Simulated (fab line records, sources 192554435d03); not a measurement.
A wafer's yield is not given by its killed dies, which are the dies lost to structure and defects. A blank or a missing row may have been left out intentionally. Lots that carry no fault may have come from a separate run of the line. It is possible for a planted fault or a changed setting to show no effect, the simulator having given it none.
8D (eight disciplines) problem report, filled in by code :: flow n5_finfet :: the parts of the form that need people (team, actions taken, sign-off) are left out

== 1. WHAT IS WRONG ==
run_length_s at N5_PASSIVATION_PECVD_53 reads a mean of 204.2 s on 1 wafer of 1 lot; wafers without a fault read 197.5 s with a standard deviation of 0.52. That is +13 standard deviations from the usual mean.
The step: deposits SiO2 from TEOS/O2, target thk 800 nm, time 169.4 s.
The first sign was on wafer L420.1 at day 15 04:02, on pecvd-03. Wafers with a number at this step in the record: 31, from 12 lots. The rule behind "out" and "out of limits": a value lying over 4 standard deviations away from the usual mean. Any other wafer with a number is counted as sound.

== 2. WHAT IT IS; WHAT IT IS NOT ==
question: which readings at this step
is: run_length_s
is not: -

question: which lots
is: L420
is not: L409, L410, L411, L413, L414, L415, L417, L426, L427, L431, L432

question: which wafers of those lots
is: L420.1
is not: L420.3, L420.6

question: read on which tools
is: pecvd-03
is not: pecvd-01, pecvd-04

question: when
is: from day 15 04:02
is not: up to then (20 sound wafers); but 10 sound wafers of L426, L427, L431, L432 came after

== 3. WHAT RULES OUT EACH SUSPECT ==
Counting: a tool at a process step up to the reading stays a suspect if it ran every lot that is out. Sound lots after the first of them don't rule it out here, since some wafers of a struck lot are sound.
- ald_hk-03 at N5_MIM_TOP_ALD_01 (deposits HfO2, target thk 5.6 nm, pulse time 1 s, purge time 3 s): kept. The lot that is out, L420, ran on it at day 14 20:21; the last sound lot it ran before that was L414, at day 13 06:35. N5_MIM_TOP_ALD_01: start missing for some lots; hours and lot order therefore follow N5_MIM_TOP_LITHO_INSPECT_12.
- rie_diel-04 at N5_MIM_TOP_ETCH_STRIP_01 (strips in O2): kept. The lot that is out, L420, ran on it at day 14 20:43; the last sound lot it ran before that was L409, at day 12 09:27.
- pecvd-03 at N5_PASSIVATION_PECVD_53 (deposits SiO2 from TEOS/O2, target thk 800 nm, time 169.4 s): kept. The lot that is out, L420, ran on it at day 15 04:02; the last sound lot it ran before that was L417, at day 14 11:19. Its own readings are out on those wafers: run_length_s.
- At N5_MIM_TOP_ALD_01, inside ald_hk-03: chamber 3 took the wafers that are out, while their sound lot-mates went through chambers 1, 2.
- At N5_MIM_TOP_ETCH_STRIP_01, inside rie_diel-04: chamber 3 took the wafers that are out, while their sound lot-mates went through chambers 0, 2.
- At N5_PASSIVATION_PECVD_53 on pecvd-03, chamber 2 took the sound wafers of the same lots and chamber 1 took the wafers that are out.
After the count, these remain: ald_hk-03 at N5_MIM_TOP_ALD_01, rie_diel-04 at N5_MIM_TOP_ETCH_STRIP_01 and pecvd-03 at N5_PASSIVATION_PECVD_53.

== 4. THE CAUSE (what the simulator had put in) ==
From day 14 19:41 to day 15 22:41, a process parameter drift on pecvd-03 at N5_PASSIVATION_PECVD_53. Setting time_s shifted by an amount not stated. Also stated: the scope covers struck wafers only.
This tool is one of the 3 suspects left after counting.

== 5. THE EFFECT CHAIN, in route order ==
Rows list readings where the struck wafers' mean (over those with a number) sits beyond 3 standard deviations from the usual. Only readings whose record carries a usual standard deviation are examined. hours: median over the lots of the time between each lot's start at the first step of this table that gives one and its start at this step. sigmas: the change, counted in usual standard deviations.
hours: 0
step: N5_PASSIVATION_PECVD_53
reading: run_length_s
usual: 197.5 s
on struck wafers: 204.2
change: +6.7
sigmas: +13
Here are the process steps it includes:
- N5_PASSIVATION_PECVD_53: deposits SiO2 from TEOS/O2, target thk 800 nm, time 169.4 s.

== 6. HOW IT WOULD HAVE BEEN CAUGHT EARLIER ==
The fault began at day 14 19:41; the first out-of-limits reading in this record came at day 15 04:02, 8 hours later.
